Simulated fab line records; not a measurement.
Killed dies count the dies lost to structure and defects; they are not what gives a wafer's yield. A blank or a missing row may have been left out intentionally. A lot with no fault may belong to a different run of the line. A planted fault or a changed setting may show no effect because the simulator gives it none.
A single fault, viewed from 2 desks -- flow nand harc -- every desk sees just its own numbers, and what lay behind them comes last

## THE DEFECT DESK
Per lot, the means of the sampled wafers with a number show what the inspections along the route counted. The brackets show how far a lot's mean lies from the usual mean; more than 4 standard deviations puts the lot out of limits, marked OUT.
Columns: A = raw defect count at NHARC_A_CHANNEL_HOLE_D1_INSPECT_40, usual 75
lot,first seen here,A
L117,day 8 14:11,41
L118,day 9 03:02,123
L123,day 11 03:45,47
L126,day 12 12:14,58
L128,day 13 05:44,129
L131,day 15 00:13,273 (+6.6) OUT
L132,day 15 01:20,612 (+18) OUT
L137,day 17 11:22,53
L138,day 17 19:23,54
L139,day 18 01:25,29
L140,day 18 07:18,45
This desk's finding: out of limits on L131, L132; first on L131, day 15 00:13 (raw defect count at NHARC_A_CHANNEL_HOLE_D1_INSPECT_40). L117, L118, L123, L126, L128, L137, L138, L139, L140 stayed within limits.

## FOR THE TOOL OWNER'S DESK: rie diel-08
The tool's own readings at NHARC_A_CHANNEL_HOLE_D1_ETCH_44 (etches the open film in CF4/O2, target depth 140 nm, overetch 14 nm, time 77 s): means of the sampled wafers that have a number, for each lot that ran on this tool. The brackets show how far a lot's mean lies from the usual mean; more than 4 standard deviations puts the lot out of limits, marked OUT.
Columns: A = drypump motor current A at NHARC_A_CHANNEL_HOLE_D1_ETCH_44, usual 5.6 A; B = oes_ar_750_au at NHARC_A_CHANNEL_HOLE_D1_ETCH_44, usual 0.999 a.u.; C = oes product au at NHARC_A_CHANNEL_HOLE_D1_ETCH_44, usual 1.000 a.u.; D = rf vpp V at NHARC_A_CHANNEL_HOLE_D1_ETCH_44, usual 197.5 V; E = showerhead plenum p Torr at NHARC_A_CHANNEL_HOLE_D1_ETCH_44, usual 1.32 Torr; F = throttle valve pct at NHARC_A_CHANNEL_HOLE_D1_ETCH_44, usual 13.397 %
lot,first seen here,A,B,C,D,E,F
L123,day 11 02:47,5.6,0.997,1.002,197.1,1.33,13.395
L128,day 13 04:46,5.5,0.997,1.002,199.0,1.34,13.385
L131,day 14 23:14,5.5,1.000,1.005,197.3,1.33,13.398
L132,day 15 00:22,5.3,0.990,1.006,199.4,1.41,13.389
L137,day 17 10:23,5.6,1.003,0.996,198.1,1.32,13.399
L138,day 17 18:23,5.8,1.002,1.002,196.4,1.27,13.390
L139,day 18 00:26,5.8,0.997,1.000,195.7,1.27,13.396
L140,day 18 06:19,5.6,0.997,0.992,197.5,1.30,13.409
Finding of this desk: none of the 8 lots has anything out of limits.

## ALL TOGETHER
The defect desk could have raised an alarm at day 15 00:13, on L131, L132.
The desk of the tool owner found nothing out of limits.
The tool owner's desk has L131, L132 on record, within its limits.
Every lot named ran NHARC_A_CHANNEL_HOLE_D1_ETCH_44 on rie diel-08.

## WHAT HAD BEEN PUT IN BY THE SIMULATOR
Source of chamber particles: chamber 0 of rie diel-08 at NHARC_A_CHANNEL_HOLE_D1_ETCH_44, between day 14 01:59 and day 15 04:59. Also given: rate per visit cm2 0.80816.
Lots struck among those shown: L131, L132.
Hours from the fault's start to each desk's first reading out of limits: the defect desk, 22.
